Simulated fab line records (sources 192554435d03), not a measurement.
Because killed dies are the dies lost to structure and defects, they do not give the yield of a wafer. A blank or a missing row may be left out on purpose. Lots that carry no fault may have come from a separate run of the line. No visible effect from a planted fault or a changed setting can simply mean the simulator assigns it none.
Chamber matching :: flow n5Finfet :: rieDiel-02 running N5_BEOL_M11_STRIP_19: 4 sister chambers
The step strips in O2. 4 wafers are shown with their chamber, then 10 later ones without.

== WAFERS, EACH WITH ITS CHAMBER ==
wafer: L084.1
chamber: 2
drypumpMotorCurrentA (A): 6.5

wafer: L092.5
chamber: 3
drypumpMotorCurrentA (A): 6.8

wafer: L091.1
chamber: 0
drypumpMotorCurrentA (A): 5.4

wafer: L091.2
chamber: 1
drypumpMotorCurrentA (A): 6.4

== WAFERS WITH NO CHAMBER GIVEN ==
wafer: L091.3
drypumpMotorCurrentA (A): 6.8

wafer: L091.4
drypumpMotorCurrentA (A): 6.5

wafer: L091.5
drypumpMotorCurrentA (A): 6.8

wafer: L091.6
drypumpMotorCurrentA (A): 6.6

wafer: L095.1
drypumpMotorCurrentA (A): 6.4

wafer: L095.3
drypumpMotorCurrentA (A): 6.8

wafer: L095.4
drypumpMotorCurrentA (A): 6.5

wafer: L096.1
drypumpMotorCurrentA (A): 6.4

wafer: L096.3
drypumpMotorCurrentA (A): 5.4

wafer: L096.4
drypumpMotorCurrentA (A): 6.8

== WHICH CHAMBER EACH WENT THROUGH ==
wafer: L091.3
from the rows above: 3
in truth: 3

wafer: L091.4
from the rows above: 2
in truth: 2

wafer: L091.5
from the rows above: 3
in truth: 3

wafer: L091.6
from the rows above: 2
in truth: 2

wafer: L095.1
from the rows above: 1
in truth: 1

wafer: L095.3
from the rows above: 3
in truth: 3

wafer: L095.4
from the rows above: 2
in truth: 2

wafer: L096.1
from the rows above: 1
in truth: 1

wafer: L096.3
from the rows above: 0
in truth: 0

wafer: L096.4
from the rows above: 3
in truth: 3
10 of 10 placed correctly. Not placeable from these rows: 0. Wrongly placed: 0.
How it was worked out, from the rows above alone: a wafer's distance from a chamber is the root of the sum, over the readings, of the square of ((its reading less the chamber's mean) divided by the reading's scatter). The wafer belongs to the nearest chamber; if the next one is less than 2 further off, it can't be placed. For every chamber, the mean is computed from those of its wafers that are shown. The scatter (one wafer shown for each chamber): square how far every hidden wafer sits from the nearest shown wafer, average those squares and take the square root.
